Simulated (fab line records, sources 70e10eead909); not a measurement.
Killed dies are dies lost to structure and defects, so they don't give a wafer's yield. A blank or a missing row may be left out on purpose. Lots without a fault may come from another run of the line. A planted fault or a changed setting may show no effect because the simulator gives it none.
Chamber matching | flow nand_harc | NHARC_P_M0_DEP_32 on pecvd-04: 3 sister chambers
The step deposits SiCN, target thk 30 nm. 3 wafers are shown with their chamber, then 7 later ones without.

WAFERS WITH THEIR CHAMBER
wafer  | chamber | heater_power_w (W)
L081.4 | 1       | 593
L080.2 | 2       | 534
L080.5 | 0       | 544

WAFERS WITHOUT THEIR CHAMBER
wafer  | heater_power_w (W)
L080.6 | 498
L083.1 | 469
L083.4 | 475
L083.6 | 624
L097.2 | 520
L097.3 | 603
L097.5 | 603

WHICH CHAMBER EACH WENT THROUGH
wafer  | from the rows above          | in truth
L080.6 | can't be placed: 2 or 0 or 1 | 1
L083.1 | can't be placed: 2 or 0 or 1 | 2
L083.4 | can't be placed: 2 or 0 or 1 | 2
L083.6 | can't be placed: 1 or 0 or 2 | 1
L097.2 | can't be placed: 2 or 0 or 1 | 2
L097.3 | can't be placed: 1 or 0 or 2 | 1
L097.5 | can't be placed: 1 or 0 or 2 | 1
Placed correctly: 0 of 7. Can't be placed from these rows: 7 (the true chamber is among the candidates in 7). Placed wrongly: 0.
How it was worked out, from the rows above alone: a wafer's distance from a chamber is the root of the sum, over the readings, of the square of ((its reading less the chamber's mean) divided by the reading's scatter). The wafer belongs to the nearest chamber; if the next one is less than 2 further off, it can't be placed. A chamber's mean is the mean of its shown wafers. The scatter: with one shown wafer a chamber, the root of the mean of the squares of how far each hidden wafer lies from its nearest shown one.
